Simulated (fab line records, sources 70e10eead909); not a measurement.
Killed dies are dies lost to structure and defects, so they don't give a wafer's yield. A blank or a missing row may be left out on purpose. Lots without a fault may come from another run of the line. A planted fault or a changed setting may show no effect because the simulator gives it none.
fab line records | flow nand_harc | part 1 of 2: steps 1 to 5 of 6
record lots=24 wafers=72 last_day=24
route steps=1159 shown A_SGD_CUT@773 A_SLIT@803 A_WL_FILL@829 A_CONTACT@863
lots that met no fault: from a run of the same line without faults
start_h: hours from the record's first day to the start of the lot's first wafer shown | wait_h: hours since the lot's step before | " the same as in the row above | L1.1+2: a row that stands for several wafers | - no value, or no start given | * or withheld: withheld | < > ~ a bound
route shown NAME@n: a module of which the file shows steps, and the number in the route of the first | usual: mean/standard deviation of fault-free wafers | same: alike in all rows | chamber/n: place in a boat | sites: the reading at each site | _std_site: their standard deviation | _edge_site: outer sites' mean less inner sites' | radius_mm: how far each site lies from the wafer's centre | mask NAME#n: copy n | behind: the tool/chamber that last shaped the wafer | hold: why the lot was held/for how many hours/how that ended | device: the transistor (n, p or np) that didn't switch | end of line: the same wafers' tests at the end of the route | a step without rows: its recipe alone | killed: dies lost to structure and defects at the first sort, not the wafer's yield | map: a wafer's dies, x killed, . not, _ none there
set.NAME: the setting as run; set.NAME@STEP: as run at that earlier step | model.NAME: the simulator's own value behind a step, which no gauge read
steps of the route over a sample of lots; a table a step, a row a wafer
services: from which hour (start_h, from the record's first day; less than 0 if before it) a tool's chamber was out of use, for how many hours, and why
## steps
# step NHARC_A_SGD_CUT_THK_MEAS_22
# recipe thk_meas_gauge=ellipsometry
# usual thk_nm=147.7/1.4
# columns lot.wafer tool chamber start_h wait_h thk_nm
L074.1 film_metro-02 - 299.57 0.2 150.2
L074.3 " - " " 149.0
L074.4 " - " " 148.9
L076.1 film_metro-02 - 314.31 0.2 147.3
L076.2 " - " " 150.4
L076.6 " - " " 147.9
L075.3 film_metro-02 - 314.32 0.2 145.8
L075.4 " - " " 146.4
L075.5 " - " " 146.1
L077.1 film_metro-01 - 327.43 0.2 146.9
L077.2 " - " " 148.9
L077.4 " - " " 148.7
L078.1 film_metro-01 - 327.44 0.2 146.7
L078.3 " - " " 149.0
L078.6 " - " " 147.9
L079.1 film_metro-02 - 346.04 0.2 145.8
L079.3 " - " " 147.9
L079.5 " - " " 147.8
L081.2 film_metro-01 - 346.07 0.2 148.6
L081.3 " - " " 148.9
L081.4 " - " " 148.1
L080.1 film_metro-02 - 346.07 0.2 148.3
L080.4 " - " " 150.2
L080.5 " - " " 147.3
L082.1 film_metro-01 - 366.03 0.2 147.1
L082.2 " - " " 144.3
L082.4 " - " " 148.9
L083.1 film_metro-02 - 366.04 0.2 146.7
L083.2 " - " " 149.3
L083.5 " - " " 148.6
L084.3 film_metro-01 - 372.20 0.2 146.5
L084.4 " - " " 149.1
L084.5 " - " " 148.8
L088.2 film_metro-01 - 384.41 0.2 149.7
L088.3 " - " " 147.2
L088.4 " - " " 146.8
L087.2 film_metro-02 - 384.41 0.2 147.1
L087.3 " - " " 145.5
L087.5 " - " " 148.8
L086.1 film_metro-01 - 394.24 0.2 146.7
L086.3 " - " " 149.5
L086.5 " - " " 146.3
L089.4 film_metro-02 - 394.24 0.2 148.6
L089.5 " - " " 145.1
L089.6 " - " " 147.3
L085.3 film_metro-02 - 394.39 0.2 147.7
L085.4 " - " " 147.6
L085.5 " - " " 151.4
L090.2 film_metro-01 - 418.34 0.2 148.2
L090.4 " - " " 149.3
L090.6 " - " " 149.5
L091.1 film_metro-02 - 418.34 0.2 145.4
L091.2 " - " " 146.6
L091.6 " - " " 147.2
L092.2 film_metro-02 - 418.41 0.2 147.4
L092.3 " - " " 148.0
L092.6 " - " " 147.6
L093.1 film_metro-01 - 426.96 0.2 149.0
L093.3 " - " " 149.3
L093.5 " - " " 149.9
L094.2 film_metro-01 - 440.47 0.2 146.2
L094.4 " - " " 147.2
L094.6 " - " " 146.7
L097.1 film_metro-01 - 440.47 0.2 147.8
L097.2 " - " " 146.5
L097.5 " - " " 146.6
L096.3 film_metro-01 - 444.55 0.2 148.5
L096.4 " - " " 146.8
L096.5 " - " " 147.2
L095.1 film_metro-02 - 448.13 0.2 147.4
L095.4 " - " " 146.9
L095.6 " - " " 147.3
# step NHARC_A_SGD_CUT_STRIP_28
# recipe time_s=20 o2_flow_sccm=500 ar_flow_sccm=0 bias_w=0 chemistry=O2
# usual chamber_pressure_mTorr=59.99/0.054 drypump_motor_current_A=5.5/0.4 oes_product_au=1.001/0.0093 rf_vpp_V=57.9/0.89 showerhead_plenum_p_Torr=3.54/0.15 throttle_valve_pct=17.037/0.0085
# columns lot.wafer tool chamber start_h wait_h chamber_pressure_mTorr drypump_motor_current_A oes_product_au rf_hours_counter_h rf_vpp_V showerhead_plenum_p_Torr throttle_valve_pct
L074.1 rie_diel-10 2 - - 59.97 5.4 1.008 9 57.3 3.40 17.049
L074.3 " 3 " " 60.14 5.5 0.995 9 57.8 3.41 17.043
L074.4 " 0 " " 60.05 5.3 0.999 8 57.9 3.76 17.042
L076.1 rie_diel-10 1 - - 59.92 5.4 1.011 8 58.5 3.77 17.017
L076.2 " 3 " " 60.07 5.6 1.007 9 58.0 3.41 17.038
L076.6 " 1 " " 60.05 5.4 1.016 - 59.5 3.77 17.029
L075.4 rie_diel-07 3 - - 59.95 5.3 1.002 8 58.5 3.58 17.030
L075.3 " 1 " " 60.07 4.9 1.015 7 56.9 3.37 17.032
L075.5 " 3 " " 59.89 5.3 1.001 - 57.8 3.58 17.037
L077.2 rie_diel-11 3 - - 60.12 5.8 0.986 13 58.4 3.59 17.046
L077.1 " 0 " " 60.07 6.6 0.996 12 57.9 3.34 17.050
L077.4 " 2 " " 60.06 5.8 1.001 12 58.5 3.63 17.040
L078.3 rie_diel-10 1 - - 59.96 5.4 1.006 8 58.6 3.77 17.048
L078.1 " 2 " " 60.01 5.4 1.003 10 57.9 3.40 17.026
L078.6 " 2 " " 60.03 5.4 0.995 - 57.7 3.40 17.044
L079.3 rie_diel-11 3 - - 60.02 5.8 0.977 15 57.1 3.59 17.031
L079.1 " 2 " " 59.95 5.8 0.985 13 56.3 3.63 17.048
L079.5 " 0 " " 59.98 6.6 0.982 - 57.0 3.34 17.037
L080.4 rie_diel-10 2 - - 60.06 5.4 0.999 10 57.0 3.40 17.024
L080.1 " 3 " " 60.07 5.6 1.006 10 57.9 3.41 17.034
L080.5 " 1 " " 59.96 5.4 1.004 - 59.2 3.77 17.039
L081.2 rie_diel-07 2 - - 59.95 5.4 1.005 10 58.1 3.43 17.032
L081.4 " 0 " " 59.94 6.3 0.991 11 57.4 3.67 17.033
L081.3 " 1 " " 60.00 4.9 1.008 11 56.8 3.37 17.044
L082.1 rie_diel-11 1 - - 59.99 5.7 1.008 17 58.1 3.55 17.035
L082.4 " 2 " " 59.95 5.8 1.001 17 58.3 3.63 17.046
L082.2 " 0 " " 59.98 6.6 0.999 18 57.8 3.34 17.031
L083.1 rie_diel-07 2 - - 60.03 5.4 1.002 10 57.7 3.43 17.025
L083.2 " 1 " " 59.90 5.0 1.014 12 57.5 3.36 17.038
L083.5 " 2 " " 59.93 5.4 1.004 - 56.7 3.43 17.046
L084.3 rie_diel-10 3 372.60 0.1 60.00 5.5 0.997 2 57.0 3.41 17.039
L084.5 " 3 " " 59.97 5.6 0.991 - 57.5 3.41 17.034
L084.4 " 2 " " 60.05 5.4 0.995 - 58.1 3.39 17.028
L088.4 rie_diel-10 3 - - 60.00 5.6 0.994 3 58.2 3.41 17.028
L088.2 " 1 " " 60.01 5.4 0.999 2 58.7 3.77 17.040
L088.3 " 2 " " 60.03 5.4 0.999 2 57.4 3.39 17.055
L087.2 rie_diel-07 3 - - 60.07 5.2 1.001 16 58.0 3.58 17.042
L087.3 " 0 " " 59.98 6.3 0.994 15 57.3 3.67 17.044
L087.5 " 1 " " 59.91 5.0 1.014 - 58.1 3.36 17.044
L089.4 rie_diel-10 3 - - 60.00 5.5 1.008 3 57.8 3.41 17.042
L089.6 " 3 " " 59.98 5.6 0.998 - 56.5 3.41 17.048
L089.5 " 0 " " 59.98 5.3 1.003 - 59.9 3.75 17.044
L086.1 rie_diel-11 3 394.64 0.2 59.99 5.8 0.983 2 57.9 3.58 17.030
L086.3 " 2 " " 59.91 5.8 0.997 2 57.9 3.62 17.044
L086.5 " 2 " " 59.98 5.8 1.000 - 56.4 3.62 17.034
L085.3 rie_diel-07 2 394.79 0.2 59.93 5.4 1.007 14 59.0 3.43 17.028
L085.4 " 0 " " 59.94 6.3 0.992 - 58.1 3.67 17.048
L085.5 " 1 " " 60.00 5.0 1.008 - 57.1 3.36 17.050
L091.2 rie_diel-07 2 418.73 0.1 59.86 5.4 1.010 0 58.2 3.42 17.022
L091.1 " 3 " " 60.02 5.3 1.020 0 57.8 3.58 17.034
L091.6 " 2 " " 59.89 5.4 1.007 - 59.8 3.42 17.039
L090.2 rie_diel-10 2 - - 60.03 5.4 1.004 5 57.7 3.39 17.037
L090.4 " 0 " " 59.98 5.3 0.998 5 58.6 3.75 17.025
L090.6 " 1 " " 59.93 5.4 1.002 - 58.3 3.77 17.038
L092.2 rie_diel-10 2 - - 60.00 5.4 0.997 5 56.2 3.39 17.029
L092.3 " 1 " " 60.05 5.4 0.998 4 58.7 3.77 17.044
L092.6 " 3 " " 59.94 5.6 1.004 - 56.9 3.41 17.029
L093.1 rie_diel-11 3 - - 60.01 5.8 0.987 7 57.7 3.58 17.030
L093.3 " 0 " " 59.97 6.6 0.998 7 56.9 3.33 17.044
L093.5 " 1 " " 60.04 5.7 0.993 - 58.0 3.55 17.036
L097.1 rie_diel-10 1 - - 59.91 5.4 0.993 5 58.2 3.76 17.035
L097.2 " 2 " " 60.04 5.4 1.003 6 56.5 3.39 17.041
L097.5 " 3 " " 59.98 5.6 1.001 - 57.6 3.41 17.030
L094.2 rie_diel-07 3 440.87 0.2 60.03 5.3 1.011 3 56.3 3.57 17.041
L094.6 " 2 " " 60.12 5.4 1.007 - 57.8 3.42 17.048
L094.4 " 1 " " 59.99 4.9 1.025 - 58.5 3.36 17.032
L096.3 rie_diel-10 1 - - 59.96 5.4 1.010 6 57.5 3.76 17.037
L096.4 " 0 " " 59.98 5.2 1.019 8 58.8 3.75 17.026
L096.5 " 2 " " 59.95 5.4 1.011 - 55.8 3.39 17.030
L095.1 rie_diel-11 2 - - 59.98 5.8 0.998 8 57.7 3.62 17.045
L095.4 " 3 " " 59.99 5.8 0.999 9 57.7 3.58 17.034
L095.6 " 3 " " 60.03 5.8 0.990 - 58.0 3.58 17.021
# step NHARC_A_SLIT_CD_MEAS_21
# usual cd_nm=289.6/0.9
# columns lot.wafer tool chamber start_h wait_h cd_nm
L074.1 cd_sem-02 - 317.62 - 290.2
L074.3 " - " " 290.4
L074.4 " - " " 289.8
L076.1 cd_sem-03 - 321.45 - 290.3
L076.2 " - " " 290.5
L076.6 " - " " 289.8
L075.3 cd_sem-02 - 323.17 0.1 290.7
L075.4 " - " " 290.5
L075.5 " - " " 290.6
L077.1 cd_sem-03 - 334.59 - 288.9
L077.2 " - " " 288.5
L077.4 " - " " 289.1
L078.1 cd_sem-01 - 335.10 - 290.7
L078.3 " - " " 289.2
L078.6 " - " " 290.1
L079.1 cd_sem-01 - 353.12 - 290.0
L079.3 " - " " 289.3
L079.5 " - " " 289.8
L080.1 cd_sem-01 - 354.79 - 290.6
L080.4 " - " " 289.6
L080.5 " - " " 289.7
L081.2 cd_sem-01 - 355.70 - 290.1
L081.3 " - " " 289.4
L081.4 " - " " 288.9
L082.1 cd_sem-02 - 375.30 - 288.7
L082.2 " - " " 287.6
L082.4 " - " " 289.5
L083.1 cd_sem-03 - 376.07 - 290.1
L083.2 " - " " 289.5
L083.5 " - " " 290.0
L084.3 cd_sem-02 - 383.58 - 288.6
L084.4 " - " " 290.1
L084.5 " - " " 289.3
L088.2 cd_sem-01 - 391.81 - 289.4
L088.3 " - " " 289.2
L088.4 " - " " 289.4
L087.2 cd_sem-01 - 393.51 - 290.4
L087.3 " - " " 289.3
L087.5 " - " " 291.0
L089.4 cd_sem-03 - 403.18 - 289.2
L089.5 " - " " 290.2
L089.6 " - " " 290.5
L086.1 cd_sem-03 - 405.13 - 288.8
L086.3 " - " " 290.3
L086.5 " - " " 290.7
L085.3 cd_sem-01 - 406.52 - 288.3
L085.4 " - " " 289.5
L085.5 " - " " 289.4
L090.2 cd_sem-01 - 425.55 - 288.9
L090.4 " - " " 289.2
L090.6 " - " " 289.1
L091.1 cd_sem-03 - 426.99 - 288.7
L091.2 " - " " 288.5
L091.6 " - " " 288.9
L092.2 cd_sem-03 - 427.34 - 287.3
L092.3 " - " " 286.1
L092.6 " - " " 287.5
L093.1 cd_sem-03 - 434.11 - 289.7
L093.3 " - " " 290.1
L093.5 " - " " 289.1
L097.1 cd_sem-03 - 449.91 - 290.0
L097.2 " - " " 289.7
L097.5 " - " " 289.1
L094.2 cd_sem-03 - 450.12 - 289.7
L094.4 " - " " 287.5
L094.6 " - " " 288.5
L096.3 cd_sem-03 - 451.92 - 289.5
L096.4 " - " " 290.0
L096.5 " - " " 289.4
L095.1 cd_sem-01 - 455.36 - 290.3
L095.4 " - " " 290.1
L095.6 " - " " 289.9
# step NHARC_A_WL_FILL_ETCHBACK_26
# recipe target_depth_a=520 time_s=13.3 hbr_flow_sccm=150 rf_w=350 icp_w=350 bias_w=60 chemistry=HBr
# usual chamber_pressure_mTorr=15.003/0.015 drypump_motor_current_A=5.8/0.51 oes_product_au=0.999/0.012 throttle_valve_pct=23.266/0.0088
# columns lot.wafer tool chamber start_h wait_h chamber_pressure_mTorr drypump_motor_current_A oes_product_au rf_hours_counter_h throttle_valve_pct
L076.1 rie_si-06 1 347.68 0.4 15.033 6.2 1.002 1.1 23.261
L076.2 " 2 " " 14.986 5.1 0.993 0.9 23.257
L076.6 " 1 " " 15.011 6.2 1.013 - 23.262
L074.4 rie_si-01 1 347.69 0.4 15.005 6.0 0.982 0.2 23.261
L074.1 " 2 " " 15.012 5.8 0.993 0.2 23.261
L074.3 " 3 " " 15.006 6.5 0.998 0.2 23.272
L075.3 rie_si-01 0 350.65 0.4 15.004 6.6 1.010 0.2 23.274
L075.4 " 1 " " 15.012 6.0 0.996 0.2 23.264
L075.5 " 0 " " 15.032 6.6 1.018 - 23.254
L077.1 rie_si-05 3 362.52 0.4 15.021 6.0 0.994 1.0 23.269
L077.4 " 0 " " 14.998 6.5 0.997 1.0 23.263
L077.2 " 1 " " 14.996 5.4 1.006 1.0 23.257
L078.3 rie_si-01 0 362.55 0.4 15.003 6.6 1.014 0.3 23.280
L078.1 " 1 " " 14.971 6.0 0.990 0.3 23.264
L078.6 " 3 " " 14.979 6.5 1.003 - 23.256
L079.3 rie_si-05 1 384.04 0.4 15.005 5.4 1.005 1.1 23.265
L079.1 " 2 " " 14.993 5.7 0.991 1.1 23.259
L079.5 " 0 " " 15.003 6.5 1.005 - 23.272
L080.4 rie_si-01 0 384.04 0.4 15.030 6.6 1.002 0.5 23.265
L080.1 " 1 " " 14.994 6.0 1.000 0.5 23.280
L080.5 " 3 " " 15.018 6.5 1.003 - 23.268
L081.2 rie_si-06 3 387.45 0.4 15.012 5.7 1.014 0.1 23.254
L081.3 " 1 " " 14.977 6.2 0.971 0.0 23.263
L081.4 " 2 " " 14.976 5.1 0.993 0.1 23.268
L082.2 rie_si-06 0 403.79 0.4 15.011 5.2 0.993 0.2 23.262
L082.4 " 1 " " 14.974 6.2 0.967 0.1 23.277
L082.1 " 3 " " 14.985 5.7 0.997 0.2 23.277
L083.2 rie_si-01 2 403.79 0.4 15.016 5.7 1.012 0.6 23.261
L083.1 " 3 " " 15.021 6.5 1.004 0.6 23.274
L083.5 " 2 " " 15.010 5.7 1.005 - 23.250
L084.4 rie_si-06 1 418.28 0.4 15.010 6.2 0.980 0.2 23.267
L084.3 " 0 " " 14.994 5.1 0.999 0.3 23.275
L084.5 " 2 " " 15.016 5.1 0.989 - 23.273
L087.3 rie_si-06 0 423.21 0.4 15.025 5.1 1.002 0.3 23.256
L087.2 " 1 " " 15.010 6.2 0.986 0.2 23.270
L087.5 " 0 " " 14.983 5.1 0.996 - 23.256
L088.4 rie_si-05 1 425.44 0.4 15.020 5.4 1.015 0 23.253
L088.3 " 2 " " 15.008 5.6 0.989 0 23.262
L088.2 " 0 " " 14.999 6.5 1.002 0 23.264
L086.3 rie_si-06 3 434.94 0.4 14.988 5.7 1.006 0.5 23.270
L086.1 " 2 " " 14.987 5.1 0.989 0.4 23.274
L086.5 " 0 " " 14.982 5.2 0.983 - 23.266
L089.4 rie_si-05 1 434.95 0.4 15.017 5.3 1.016 0.1 23.280
L089.6 " 0 " " 15.008 6.5 1.011 - 23.264
L089.5 " 1 " " 14.989 5.3 1.005 - 23.253
L085.3 rie_si-01 3 434.98 0.4 15.020 6.5 1.001 0.8 23.266
L085.4 " 0 " " 14.987 6.6 1.004 1.0 23.258
L085.5 " 2 " " 15.015 5.7 1.002 - 23.271
L090.2 rie_si-05 0 452.95 0.4 14.995 6.5 1.006 0.2 23.270
L090.4 " 3 " " 15.011 6.0 1.014 0.2 23.271
L090.6 " 1 " " 14.990 5.4 1.006 - 23.258
L092.2 rie_si-06 1 452.95 0.4 15.016 6.2 0.980 0.4 23.271
L092.3 " 2 " " 14.994 5.1 0.987 0.5 23.260
L092.6 " 0 " " 14.986 5.1 0.995 - 23.261
L091.2 rie_si-01 3 452.96 0.4 15.017 6.5 0.997 0.9 23.276
L091.1 " 1 " " 14.989 6.0 0.987 1.1 23.279
L091.6 " 2 " " 15.016 5.8 0.997 - 23.268
L093.3 rie_si-01 3 464.66 0.4 14.995 6.5 1.010 1.0 23.270
L093.1 " 0 " " 15.022 6.6 1.001 1.1 23.250
L093.5 " 2 " " 15.011 5.7 1.002 - 23.256
L095.4 rie_si-06 1 483.48 0.4 15.010 6.2 0.978 0.6 23.261
L095.1 " 3 " " 14.972 5.7 1.019 0.9 23.262
L095.6 " 2 " " 14.990 5.1 0.994 - 23.263
L097.1 rie_si-05 2 483.48 0.4 15.013 5.6 0.992 0.4 23.272
L097.2 " 3 " " 15.018 6.0 1.014 0.4 23.251
L097.5 " 2 " " 15.003 5.6 0.993 - 23.282
L096.3 rie_si-05 1 486.87 0.4 15.000 5.3 1.011 0.5 23.279
L096.4 " 3 " " 15.026 6.0 1.008 0.5 23.272
L096.5 " 1 " " 15.029 5.3 1.018 - 23.244
L094.2 rie_si-06 0 486.87 0.4 14.985 5.1 0.998 1.0 23.264
L094.4 " 1 " " 15.016 6.2 0.985 0.7 23.268
L094.6 " 1 " " 15.029 6.2 0.973 - 23.273
# step NHARC_A_CONTACT_ETCH_112
# recipe source_w=withheld pressure_mtorr=20 bias_v=3000 time_s=94 target_depth_a=9220 ar_flow_sccm=withheld c4f8_flow_sccm=withheld o2_flow_sccm=withheld chemistry=C4F8/O2/Ar
# usual chamber_pressure_mTorr=19.998/0.018
# columns lot.wafer tool chamber start_h wait_h chamber_pressure_mTorr rf_hours_counter_h
L076.2 har_cap_etch-03 0 366.32 0.2 19.996 76
L076.1 " 1 " " 19.996 76
L076.6 " 0 " " 19.989 -
L074.1 har_cap_etch-03 1 371.66 0.2 19.999 77
L074.4 " 1 " " 19.994 -
L074.3 " 0 " " 20.011 -
L075.3 har_cap_etch-01 1 372.25 0.2 20.016 -
L075.4 " 0 " " 19.986 -
L075.5 " 0 " " 20.023 -
L077.1 har_cap_etch-02 0 377.12 0.2 19.994 9
L077.2 " 1 " " 19.980 9
L077.4 " 0 " " 20.023 -
L078.1 har_cap_etch-02 0 381.24 0.1 19.995 11
L078.3 " 0 " " 20.056 -
L078.6 " 1 " " 20.007 -
L080.1 har_cap_etch-03 1 401.82 0.2 19.979 83
L080.4 " 0 " " 20.023 -
L080.5 " 1 " " 19.973 -
L079.1 har_cap_etch-02 0 404.37 0.1 19.986 14
L079.3 " 0 " " 19.995 -
L079.5 " 1 " " 19.990 -
L081.2 har_cap_etch-01 1 407.40 0.1 20.029 66
L081.3 " 0 " " 20.001 -
L081.4 " 1 " " 19.981 -
L082.2 har_cap_etch-03 1 417.43 0.2 20.000 86
L082.1 " 0 " " 19.975 86
L082.4 " 1 " " 20.029 -
L083.1 har_cap_etch-02 0 418.40 0.2 19.974 16
L083.2 " 1 " " 19.985 16
L083.5 " 1 " " 19.988 -
L084.3 har_cap_etch-01 0 429.61 0.1 20.011 -
L084.4 " 1 " " 20.006 -
L084.5 " 1 " " 20.035 -
L087.2 har_cap_etch-01 0 435.75 0.2 19.990 71
L087.3 " 0 " " 19.961 -
L087.5 " 1 " " 20.017 -
L088.2 har_cap_etch-03 0 438.83 0.2 19.984 89
L088.4 " 1 " " 20.008 -
L088.3 " 0 " " 19.996 -
L086.1 har_cap_etch-01 0 448.06 0.2 20.005 73
L086.3 " 1 " " 19.991 -
L086.5 " 1 " " 20.004 -
L089.4 har_cap_etch-03 0 450.82 0.1 19.959 -
L089.5 " 1 " " 20.002 -
L089.6 " 0 " " 19.970 -
L085.3 har_cap_etch-01 1 452.36 0.1 19.983 -
L085.4 " 0 " " 20.004 -
L085.5 " 1 " " 19.990 -
L092.2 har_cap_etch-01 1 464.07 0.2 19.993 77
L092.3 " 0 " " 19.990 -
L092.6 " 1 " " 20.017 -
L091.2 har_cap_etch-02 0 468.61 0.2 19.974 25
L091.1 " 1 " " 20.019 25
L091.6 " 0 " " 19.967 -
L090.2 har_cap_etch-01 1 469.08 0.2 20.011 78
L090.4 " 1 " " 20.014 -
L090.6 " 0 " " 19.990 -
L093.1 har_cap_etch-02 1 481.45 0.1 20.000 28
L093.3 " 1 " " 19.986 -
L093.5 " 0 " " 20.005 -
L095.1 har_cap_etch-03 1 499.59 0.2 19.986 99
L095.4 " 1 " " 20.000 -
L095.6 " 1 " " 19.998 -
L097.1 har_cap_etch-02 1 502.77 0.2 19.985 30
L097.2 " 0 " " 20.015 30
L097.5 " 0 " " 19.992 -
L096.3 har_cap_etch-01 0 504.93 0.1 20.016 -
L096.4 " 1 " " 20.011 -
L096.5 " 0 " " 20.010 -
L094.2 har_cap_etch-03 1 507.00 0.1 19.992 100
L094.4 " 0 " " 20.004 -
L094.6 " 0 " " 19.982 -
